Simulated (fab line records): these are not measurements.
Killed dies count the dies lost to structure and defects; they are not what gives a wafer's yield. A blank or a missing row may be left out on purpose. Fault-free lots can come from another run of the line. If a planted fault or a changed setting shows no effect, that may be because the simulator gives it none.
Chamber matching	flow n5-finfet	4 sister chambers for N5_MOL_CONTACT_COAG_ETCH_91 on rie-diel-02
The step etches SOC in N2/H2, target depth 60 nm, overetch 21 nm, time 101.2 s. 8 wafers are shown with their chamber, then 9 later ones without.

== WAFERS PAIRED WITH THEIR CHAMBERS ==
wafer	chamber	drypump-motor-current-A (A)	showerhead-plenum-p-Torr (Torr)
L075.4	2	5.8	2.71
L078.4	2	5.8	2.70
L080.2	3	4.9	2.63
L082.2	0	6.1	2.43
L082.4	3	4.9	2.62
L084.4	1	5.2	2.55
L084.5	1	5.2	2.55
L084.6	0	6.2	2.43

== WAFERS MISSING THEIR CHAMBER ==
wafer	drypump-motor-current-A (A)	showerhead-plenum-p-Torr (Torr)
L086.1	6.2	2.43
L086.3	4.9	2.62
L086.5	5.2	2.55
L087.3	5.2	2.55
L087.4	5.8	2.70
L087.6	5.8	2.70
L088.1	5.2	2.55
L088.3	5.8	2.69
L088.4	5.2	2.55

== EACH ONE'S CHAMBER ==
wafer	from the rows above	in truth
L086.1	0	0
L086.3	3	3
L086.5	1	1
L087.3	1	1
L087.4	2	2
L087.6	2	2
L088.1	1	1
L088.3	2	2
L088.4	1	1
Correct placement for 9 of the 9. Can't be placed from these rows: 0. Placed wrongly: 0.
How it was worked out, from the rows above alone: a wafer's distance from a chamber is the root of the sum, over the readings, of the square of ((its reading less the chamber's mean) divided by the reading's scatter). If the next closest chamber is less than 2 further off than the closest, the wafer can't be placed; otherwise it belongs to the closest. Each chamber's mean is taken over the wafers shown for it. The scatter is the square root of a quotient: the sum, over the shown wafers, of each reading's squared deviation from its chamber's mean, divided by wafers minus chambers.
